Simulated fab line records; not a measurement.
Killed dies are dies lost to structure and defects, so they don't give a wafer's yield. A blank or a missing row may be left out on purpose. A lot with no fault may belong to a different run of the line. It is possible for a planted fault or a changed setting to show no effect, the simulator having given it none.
Matching of chambers / flow n5_finfet / N5_BEOL_M13_ETCH_38 on rie_diel-04 has 4 sister chambers
The step etches SiCN in CF4/N2, target depth 67.5 nm, time 71.9 s. 8 wafers are shown with their chamber, then 8 later ones without.

## WAFERS PAIRED WITH THEIR CHAMBERS
wafer=L074.5; chamber=0; showerhead_plenum_p_Torr (Torr)=2.19; drypump_motor_current_A (A)=6.2
wafer=L078.5; chamber=3; showerhead_plenum_p_Torr (Torr)=2.35; drypump_motor_current_A (A)=5.7
wafer=L077.6; chamber=1; showerhead_plenum_p_Torr (Torr)=2.11; drypump_motor_current_A (A)=6.6
wafer=L083.2; chamber=1; showerhead_plenum_p_Torr (Torr)=2.11; drypump_motor_current_A (A)=6.6
wafer=L083.5; chamber=2; showerhead_plenum_p_Torr (Torr)=2.28; drypump_motor_current_A (A)=5.5
wafer=L084.1; chamber=0; showerhead_plenum_p_Torr (Torr)=2.18; drypump_motor_current_A (A)=6.1
wafer=L084.4; chamber=2; showerhead_plenum_p_Torr (Torr)=2.27; drypump_motor_current_A (A)=5.5
wafer=L084.5; chamber=3; showerhead_plenum_p_Torr (Torr)=2.34; drypump_motor_current_A (A)=5.6

## WAFERS WITHOUT THEIR CHAMBER
wafer=L090.1; showerhead_plenum_p_Torr (Torr)=2.27; drypump_motor_current_A (A)=5.5
wafer=L090.4; showerhead_plenum_p_Torr (Torr)=2.34; drypump_motor_current_A (A)=5.7
wafer=L090.5; showerhead_plenum_p_Torr (Torr)=2.10; drypump_motor_current_A (A)=6.6
wafer=L095.3; showerhead_plenum_p_Torr (Torr)=2.33; drypump_motor_current_A (A)=5.6
wafer=L095.6; showerhead_plenum_p_Torr (Torr)=2.27; drypump_motor_current_A (A)=5.5
wafer=L097.2; showerhead_plenum_p_Torr (Torr)=2.09; drypump_motor_current_A (A)=6.6
wafer=L097.4; showerhead_plenum_p_Torr (Torr)=2.09; drypump_motor_current_A (A)=6.6
wafer=L097.6; showerhead_plenum_p_Torr (Torr)=2.26; drypump_motor_current_A (A)=5.5

## WHICH CHAMBER EACH ONE RAN IN
wafer=L090.1; from the rows above=2; in truth=2
wafer=L090.4; from the rows above=3; in truth=3
wafer=L090.5; from the rows above=1; in truth=1
wafer=L095.3; from the rows above=3; in truth=3
wafer=L095.6; from the rows above=2; in truth=2
wafer=L097.2; from the rows above=1; in truth=1
wafer=L097.4; from the rows above=1; in truth=1
wafer=L097.6; from the rows above=2; in truth=2
Correct placement for 8 of the 8. Not placeable from these rows: 0. 0 placed wrongly.
How it was worked out, from the rows above alone: a wafer's distance from a chamber is the root of the sum, over the readings, of the square of ((its reading less the chamber's mean) divided by the reading's scatter). The wafer belongs to the nearest chamber; if the next one is less than 2 further off, it can't be placed. Each chamber's mean is taken over the wafers shown for it. The scatter: take each reading less its chamber's mean, square it, sum over the shown wafers, divide by the number of wafers less the number of chambers, and take the root.
